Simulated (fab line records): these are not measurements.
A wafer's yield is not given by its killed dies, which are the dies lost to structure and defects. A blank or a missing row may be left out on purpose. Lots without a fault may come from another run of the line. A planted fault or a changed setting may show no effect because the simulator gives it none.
fab line records | flow n5-finfet
record lots=9 wafers=26 last-day=19
route steps=1938 shown BEOL_M1@832 BEOL_M2@854 BEOL_M4@1111 PASSIVATION@1936
lots that met no fault: from a run of the same line without faults
start-h: start of the lot's first displayed wafer, in hours after the record's first day | wait-h: time in hours since the lot's previous step | " the same as in the row above | L1.1+2: a single row standing in for several wafers | - value missing, or start not given | * or withheld: withheld | < > ~ a bound
route shown NAME@n: names a module that has steps shown in the file, with the first one's number in the route | usual: the fault-free wafers' mean and standard deviation | same: alike in all rows | chamber/n: place in a boat | sites: each site's reading | _std_site: standard deviation across them | _edge_site: inner sites' mean taken away from outer sites' mean | radius-mm: how far each site lies from the wafer's centre | mask NAME#n: copy n | behind: the most recent tool/chamber to have shaped the wafer | hold: why the lot went on hold/how many hours it stayed there/how the hold came to an end | device: the n, p or np transistor that did not switch | end of line: the route-end tests of the same wafers | a step with no rows: only its recipe | killed: not the wafer's yield, but the dies lost to structure and defects at the first sort | map: a wafer's dies, marking killed ones x, the rest . and places with no die _
set.NAME: the run value of the setting; set.NAME@STEP: its run value at that earlier step | model.NAME: the simulator's own value behind a step, which no gauge read
a sample of lots followed through the steps of the route, with each step as a table and each wafer as a row
services: when a tool's chamber went out of use (start-h, in hours from the record's first day, below 0 if earlier), for how many hours, and the reason
## steps
# step N5_BEOL_M1_ANNEAL_51
# recipe temp-c=225 time-s=90 ambient=N2
# usual anneal-temp-c-max=225.75/0.28 wafer_temp_C_max=226.20/0.26
# columns lot.wafer tool chamber start-h wait-h anneal-temp-c-max wafer_temp_C_max
L525.2 rtp-anneal-02 0 132.08 0.1 225.58 225.79
L525.3 " 0 " " 225.68 226.00
L525.5 " 0 " " 225.45 226.33
L526.1 rtp-anneal-02 0 142.25 0.1 225.30 226.04
L526.2 " 0 " " 225.51 225.65
L526.6 " 0 " " 225.22 226.09
L527.2 rtp-anneal-01 0 159.22 0.3 226.18 226.61
L527.6 " 0 " " 225.90 226.39
L537.2 rtp-anneal-01 0 207.35 0.1 225.59 226.23
L537.5 " 0 " " 225.75 226.44
L537.6 " 0 " " 225.64 226.04
L541.1 rtp-anneal-02 0 234.58 0.1 225.64 226.49
L541.4 " 0 " " 225.57 225.80
L541.6 " 0 " " 225.35 226.39
L543.1 rtp-anneal-01 0 257.80 0.1 226.04 225.92
L543.3 " 0 " " 225.71 226.40
L543.5 " 0 " " 225.73 225.90
L544.1 rtp-anneal-02 0 267.24 0.1 225.57 226.36
L544.2 " 0 " " 225.76 226.05
L544.5 " 0 " " 225.47 225.97
L545.1 rtp-anneal-02 0 271.34 0.1 225.69 226.11
L545.4 " 0 " " 225.50 226.47
L545.6 " 0 " " 225.63 225.96
L547.1 rtp-anneal-02 0 281.60 0.1 225.33 226.60
L547.3 " 0 " " 225.54 226.51
L547.6 " 0 " " 225.53 226.57
# step N5_BEOL_M2_CD_MEAS_11
# recipe target-cd-nm=16.79 landing-energy-ev=500 detector=se-inlens polarity=opening
# usual cd-nm=16.79/0.25
# same landing-energy-ev=500
# columns lot.wafer tool chamber start-h wait-h cd-nm
L525.2 cd-sem-03 0 134.37 - 16.87
L525.3 " 0 " " 16.65
L525.5 " 0 " " 16.62
L526.1 cd-sem-03 0 144.12 - 17.38
L526.2 " 0 " " 16.91
L526.6 " 0 " " 17.32
L527.2 cd-sem-01 0 161.50 - 16.51
L527.6 " 0 " " 16.42
L537.2 cd-sem-02 0 210.52 - 16.61
L537.5 " 0 " " 16.32
L537.6 " 0 " " 17.19
L541.1 cd-sem-03 0 238.08 - 16.99
L541.4 " 0 " " 17.24
L541.6 " 0 " " 16.88
L543.1 cd-sem-01 0 261.07 - 16.65
L543.3 " 0 " " 16.56
L543.5 " 0 " " 16.38
L544.1 cd-sem-01 0 269.08 - 17.32
L544.2 " 0 " " 16.91
L544.5 " 0 " " 17.11
L545.1 cd-sem-01 0 273.04 - 17.03
L545.4 " 0 " " 16.96
L545.6 " 0 " " 16.56
L547.1 cd-sem-01 0 284.49 - 16.84
L547.3 " 0 " " 16.80
L547.6 " 0 " " 16.58
# step N5_BEOL_M2_DESCUM_16
# recipe chemistry=O2 time-s=7 source-power-w=50 bias-power-w=20 pressure-mtorr=20 rf-frequency-hz=2.712e+07 temp-c=40 resist=CAR-EUV o2-flow-sccm=225
# usual bias-power-w=20.00/0.062 drypump-motor-current-A=5.7/0.43 oes-product-au=0.79/0.096 rf-vpp-V=243.5/1.1 showerhead-plenum-p-Torr=2.11/0.047 temp-c=40.01/0.12 throttle-valve-pct=20.44/0.22
# columns lot.wafer tool chamber start-h wait-h bias-power-w drypump-motor-current-A oes-product-au rf-hours-counter-h rf-vpp-V showerhead-plenum-p-Torr temp-c throttle-valve-pct
L525.2 rie-diel-06 0 134.50 0.0 19.92 5.8 0.91 21 243.0 2.13 40.27 20.35
L525.3 " 3 " " 20.05 5.8 0.73 162 244.7 2.10 40.00 20.58
L525.5 " 2 " " 20.05 6.3 0.72 - 243.9 2.07 39.98 20.40
L526.1 rie-diel-05 0 144.24 0.0 19.93 6.2 0.73 158 241.8 2.11 40.01 20.78
L526.2 " 2 " " 19.93 5.5 0.69 207 243.2 2.08 40.06 20.47
L526.6 " 1 " " 20.08 5.4 0.75 - 242.1 2.08 40.13 20.59
L527.2 rie-diel-06 2 161.69 0.1 20.00 6.3 0.72 199 242.3 2.06 39.89 20.43
L527.6 " 3 " " 20.03 5.8 0.72 - 242.6 2.10 39.90 20.59
L537.2 rie-diel-06 0 210.68 0.1 19.99 5.8 0.89 42 243.0 2.12 40.13 20.39
L537.5 " 1 " " 20.06 5.8 0.84 - 244.3 2.11 39.84 20.00
L537.6 " 0 " " 19.94 5.8 0.88 - 243.5 2.12 39.92 20.39
L541.1 rie-diel-02 0 238.21 0.0 19.96 5.2 0.67 246 244.5 2.15 40.18 20.86
L541.4 " 1 " " 20.01 5.0 0.68 246 242.7 2.06 40.13 20.56
L541.6 " 2 " " 19.91 5.8 0.84 - 243.8 2.12 40.04 20.40
L543.1 rie-diel-02 3 261.20 0.0 19.98 6.4 0.87 46 244.1 2.21 39.99 20.29
L543.3 " 1 " " 20.03 5.0 0.68 254 241.3 2.06 39.99 20.57
L543.5 " 3 " " 19.96 6.4 0.88 - 246.6 2.21 40.05 20.30
L544.1 rie-diel-02 0 269.27 0.1 19.99 5.2 0.98 0 244.9 2.15 40.15 20.41
L544.2 " 2 " " 19.86 5.8 0.82 77 244.1 2.12 40.16 20.42
L544.5 " 2 " " 19.89 5.8 0.83 - 245.3 2.12 40.34 20.42
L545.1 rie-diel-05 3 273.22 0.1 20.07 5.3 0.83 62 245.1 2.11 40.03 20.26
L545.4 " 0 " " 19.99 6.2 0.70 202 243.5 2.10 39.99 20.86
L545.6 " 2 " " 20.02 5.5 0.66 - 243.5 2.07 39.87 20.54
L547.1 rie-diel-05 0 284.62 0.0 20.06 6.2 0.70 208 241.9 2.09 40.00 20.84
L547.3 " 3 " " 20.03 5.4 0.83 67 244.4 2.11 39.99 20.26
L547.6 " 1 " " 19.94 5.4 0.71 - 242.7 2.06 40.10 20.67
# step N5_BEOL_M2_ETCH_64
# recipe chemistry=N2/H2 target=SOC target-depth-a=750 overetch-a=225 mask-material=SiARC temp-c=40 time-s=121.9 ion-energy-ev=200 pressure-mtorr=30 source-w=840 bias-w=150 n2-flow-sccm=200 h2-flow-sccm=200
# usual drypump-motor-current-A=5.7/0.43 oes-product-au=0.60/0.066 rf-fwd-power-W=836.9/2.5 rf-vpp-V=524.7/1.8 showerhead-plenum-p-Torr=2.57/0.057 temp-c=39.98/0.11 throttle-valve-pct=17.81/0.18
# columns lot.wafer tool chamber start-h wait-h drypump-motor-current-A oes-product-au rf-fwd-power-W rf-hours-counter-h rf-vpp-V showerhead-plenum-p-Torr temp-c throttle-valve-pct
L525.2 rie-diel-06 0 134.57 0.0 5.8 0.70 838.2 21 524.6 2.58 39.93 17.78
L525.3 " 3 " " 5.8 0.57 840.1 162 523.4 2.52 39.96 17.74
L525.5 " 2 " " 6.3 0.55 838.9 - 524.4 2.52 39.95 17.83
L526.1 rie-diel-05 0 144.32 0.0 6.2 0.56 835.2 159 522.8 2.53 39.91 17.97
L526.2 " 2 " " 5.5 0.53 835.3 207 523.1 2.52 39.99 17.79
L526.6 " 1 " " 5.4 0.57 837.0 - 525.2 2.54 40.02 18.02
L527.2 rie-diel-06 2 161.77 0.0 6.3 0.55 834.9 199 523.3 2.51 40.19 17.83
L527.6 " 3 " " 5.8 0.55 840.4 - 522.8 2.51 39.84 17.75
L537.2 rie-diel-06 0 210.76 0.0 5.8 0.67 837.0 42 525.0 2.57 39.91 17.80
L537.5 " 1 " " 5.7 0.64 1042.5 - 489.2 2.61 40.12 17.69
L537.6 " 0 " " 5.8 0.67 836.4 - 524.8 2.57 39.79 17.80
L541.1 rie-diel-02 0 238.29 0.0 5.2 0.53 836.6 246 525.9 2.60 39.91 18.15
L541.4 " 1 " " 5.0 0.51 838.1 246 522.6 2.49 40.19 17.88
L541.6 " 2 " " 5.8 0.63 837.8 - 525.4 2.57 39.85 17.77
L543.1 rie-diel-02 3 261.28 0.0 6.4 0.65 835.6 46 528.5 2.67 40.04 17.47
L543.3 " 1 " " 4.9 0.52 840.9 254 522.5 2.49 40.09 17.93
L543.5 " 3 " " 6.4 0.66 840.4 - 528.1 2.67 39.89 17.46
L544.1 rie-diel-02 0 269.35 0.0 5.2 0.73 836.9 0 526.4 2.59 40.24 17.64
L544.2 " 2 " " 5.8 0.61 836.0 77 524.2 2.57 39.95 17.81
L544.5 " 2 " " 5.8 0.61 837.5 - 524.6 2.56 39.83 17.81
L545.1 rie-diel-05 3 273.30 0.0 5.3 0.63 835.6 62 525.4 2.59 39.97 17.84
L545.4 " 0 " " 6.2 0.53 835.7 203 524.1 2.51 39.61 18.04
L545.6 " 2 " " 5.5 0.52 834.2 - 523.1 2.51 39.81 17.89
L547.1 rie-diel-05 0 284.70 0.0 6.2 0.52 838.3 208 521.3 2.51 39.91 18.04
L547.3 " 3 " " 5.3 0.63 833.0 67 526.2 2.59 39.91 17.85
L547.6 " 1 " " 5.4 0.54 837.9 - 524.5 2.52 39.98 18.08
# step N5_BEOL_M4_RC_MEAS_101
# usual DIBL_N=36.0/1.6 DIBL_P=35.8/2 IOFF_N=0.152/0.03 IOFF_P=0.20/0.031 ION_N=670/12 ION_P=459/7.4 SS_N=71.5/0.56 SS_P=73.2/0.64 VT_N=251/3.5 VT_P=-252/3.3
# columns lot.wafer tool chamber start-h wait-h DIBL_N[mV/V] DIBL_P[mV/V] IOFF_N[nA/um] IOFF_P[nA/um] ION_N[uA/um] ION_P[uA/um] SS_N[mV/dec] SS_P[mV/dec] VT_N[mV] VT_P[mV]
L525.2 prober-02 0 203.82 0.2 36.7 35.8 0.154 0.20 674 462 72.0 73.0 251 -253
L525.3 " 0 " " 36.7 35.5 0.141 0.19 657 454 71.0 73.0 254 -254
L525.5 " 0 " " 33.5 31.3 0.101 0.15 650 450 71.0 72.1 255 -256
L526.1 prober-02 0 205.93 0.0 37.0 37.4 0.162 0.21 683 468 70.9 74.1 248 -250
L526.2 " 0 " " 35.3 34.5 0.136 0.17 675 464 71.0 72.6 249 -253
L526.6 " 0 " " 35.9 34.9 0.135 0.18 659 451 70.8 73.1 252 -255
L527.2 prober-01 0 214.81 0.2 36.7 37.3 0.176 0.21 670 452 71.8 73.2 251 -251
L527.6 " 0 " " 35.8 35.5 0.165 0.19 667 456 71.8 73.5 247 -254
L537.2 prober-02 0 262.26 0.2 37.8 39.2 0.176 0.22 676 456 71.8 73.7 249 -252
L537.5 " 0 " " 36.2 37.3 0.152 0.19 668 456 71.5 73.2 251 -254
L537.6 " 0 " " 37.5 38.8 0.176 0.21 679 458 72.1 73.5 249 -252
L541.1 prober-02 0 291.84 0.0 36.2 34.5 0.148 0.18 684 464 71.2 72.7 248 -255
L541.4 " 0 " " 37.3 34.6 0.146 0.17 674 447 71.6 72.7 254 -255
L541.6 " 0 " " 34.6 32.2 0.120 0.16 660 449 70.6 72.4 253 -256
L545.1 prober-02 0 315.94 0.0 35.4 35.1 0.126 0.16 651 441 71.2 72.9 253 -254
L545.4 " 0 " " 35.7 37.0 0.139 0.18 671 461 71.3 73.1 253 -252
L545.6 " 0 " " 38.8 40.0 0.190 0.23 671 449 72.2 74.8 247 -251
L543.1 prober-02 0 317.40 0.0 35.8 34.9 0.155 0.19 680 462 71.8 72.8 249 -252
L543.3 " 0 " " 33.6 31.3 0.109 0.14 653 449 71.5 73.0 257 -256
L543.5 " 0 " " 34.9 33.4 0.135 0.17 674 463 71.9 72.8 250 -253
L544.1 prober-02 0 328.96 0.0 35.5 33.7 0.136 0.21 674 473 70.9 72.8 254 -250
L544.2 " 0 " " 36.1 34.1 0.144 0.21 661 459 71.4 73.5 251 -246
L544.5 " 0 " " 35.4 33.8 0.135 0.20 664 459 71.3 73.4 251 -247
L547.1 prober-02 0 347.34 0.0 34.3 34.4 0.129 0.17 655 454 70.4 72.7 250 -253
L547.3 " 0 " " 31.8 30.1 0.087 0.11 632 435 71.7 71.6 259 -261
L547.6 " 0 " " 33.2 32.1 0.113 0.14 658 449 71.2 72.2 255 -258
# step N5_PASSIVATION_PROBE_49
# usual defect-limited-yield=91.6/1.4 killed_at_M0_to_M3=33/10 killed_at_M4_up=13/5.3 killed-at-contacts=13/5.9 killed-at-front-end=36/12 killed-at-other=4/3.1 killed-dies=99/16 killed-open=65/13 killed-short=32/7.3 sort_bin_5_function=4.9/0.9 sort_bin_6_memory=3.1/0.66 sort_bin_8_speed=0.0/0.42 sort-n-pass=1081/17 sort-yield-pct=91.6/1.4
# same gross-dies=1180 killed-at-back-side=0 sort_bin_4_leakage[%]=0
# columns lot.wafer tool chamber start-h wait-h defect-limited-yield[%] killed_at_M0_to_M3 killed_at_M4_up killed-at-contacts killed-at-front-end killed-at-other killed-dies killed-open killed-short sort_bin_5_function[%] sort_bin_6_memory[%] sort_bin_8_speed[%] sort-n-pass sort-yield-pct[%]
L537.5 prober-02 - 366.12 0.2 92.4 19 13 15 38 5 90 63 25 4.2 3.1 0 1090 92.4
# killed by level:class
L537.5 MOL_CONTACT_COAG:geometric-particle:open=13 BEOL_M4:geometric-particle:open=9 FIN_SAQP:geometric-particle:short=8 FIN_SAQP:geometric-particle:open=7 DUMMY_GATE:geometric-particle:open=6 STI_FIN_REVEAL:geometric-particle:open=5 BEOL_M0:geometric-particle:open=5 BEOL_M3:geometric-particle:open=5
## services
# columns tool chamber start-h hours kind
rie-diel-02 3 114.42 - clean
rie-diel-02 3 114.42 - consumable-replace:focus-ring
rie-diel-02 3 114.42 - consumable-replace:showerhead
rie-diel-02 3 114.42 17.7 scheduled-down
rie-diel-02 3 114.42 17.7 vent-cycle
rie-diel-05 3 118.81 5.5 repair
rie-diel-02 0 153.84 5.9 repair
rie-diel-02 1 156.34 5.9 repair
rie-diel-02 0 190.66 4.0 repair
rie-diel-02 2 212.97 7.8 repair
rie-diel-02 0 233.99 1.9 repair
rie-diel-02 0 250.82 - clean
rie-diel-02 0 250.82 - consumable-replace:focus-ring
rie-diel-02 0 250.82 18.0 scheduled-down
rie-diel-02 0 250.82 18.0 vent-cycle
rie-diel-02 1 269.00 - clean
rie-diel-02 1 269.00 - consumable-replace:focus-ring
rie-diel-02 1 269.00 33.2 scheduled-down
rie-diel-02 1 269.00 33.2 vent-cycle
rie-diel-02 2 274.60 2.7 repair
rie-diel-05 2 276.14 - clean
rie-diel-05 2 276.14 - consumable-replace:focus-ring
rie-diel-05 2 276.14 16.3 scheduled-down
rie-diel-05 2 276.14 16.3 vent-cycle
## key
first-sign step=N5_BEOL_M2_ETCH_64 reading=rf-fwd-power-W direction=up sigmas=82 usual=* struck=*
effect step=N5_BEOL_M2_ETCH_64 reading=rf-vpp-V direction=down sigmas=19 usual=524.7 struck=489.2
met-at N5_BEOL_M2_ETCH_64
struck-lots L537
struck-wafers L537.5
not-acting-at N5_BEOL_M1_ANNEAL_51,N5_BEOL_M2_CD_MEAS_11,N5_BEOL_M2_DESCUM_16
fault kind=process-parameter-drift tool=rie-diel-06 chamber=1 onset-h=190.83 steps=N5_BEOL_M2_ETCH_64 channel=source-w offset=201.6 shape=step end-h=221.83 acts-in=these-recipes-only stated=840
